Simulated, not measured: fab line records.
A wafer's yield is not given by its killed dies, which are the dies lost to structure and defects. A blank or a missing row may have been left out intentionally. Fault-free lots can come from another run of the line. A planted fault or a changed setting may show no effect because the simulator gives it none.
Matching of chambers    flow n5Finfet    4 sister chambers for N5_SDB_HM_OPEN_20 on rieDiel-05
The step chemistry CH3F/O2, target SiNx, stops on poly-Si, target depth 24 nm. 4 wafers are shown with their chamber, then 7 later ones without.

== EACH WAFER AND ITS CHAMBER ==
wafer   chamber  showerheadPlenumPTorr (Torr)
L076.2  0        2.11
L086.2  1        1.96
L086.3  3        1.99
L089.5  2        2.07

== WAFERS WITH NO CHAMBER GIVEN ==
wafer   showerheadPlenumPTorr (Torr)
L089.6  1.99
L092.2  1.98
L092.3  2.07
L092.4  2.07
L097.1  1.96
L097.4  2.09
L097.5  1.98

== THE CHAMBER EACH PASSED THROUGH ==
wafer   from the rows above      in truth
L089.6  3                        3
L092.2  can't be placed: 3 or 1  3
L092.3  2                        2
L092.4  2                        2
L097.1  1                        1
L097.4  can't be placed: 0 or 2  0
L097.5  can't be placed: 3 or 1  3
Correct placement for 4 of the 7. Unplaceable from these rows: 3, with the true chamber sitting among the candidates in 3. Wrongly placed: 0.
How it was worked out, from the rows above alone: a wafer's distance from a chamber is the root of the sum, over the readings, of the square of ((its reading less the chamber's mean) divided by the reading's scatter). If the next closest chamber is less than 2 further off than the closest, the wafer can't be placed; otherwise it belongs to the closest. Each chamber's mean is taken over the wafers shown for it. The scatter: with one shown wafer a chamber, the root of the mean of the squares of how far each hidden wafer lies from its nearest shown one.
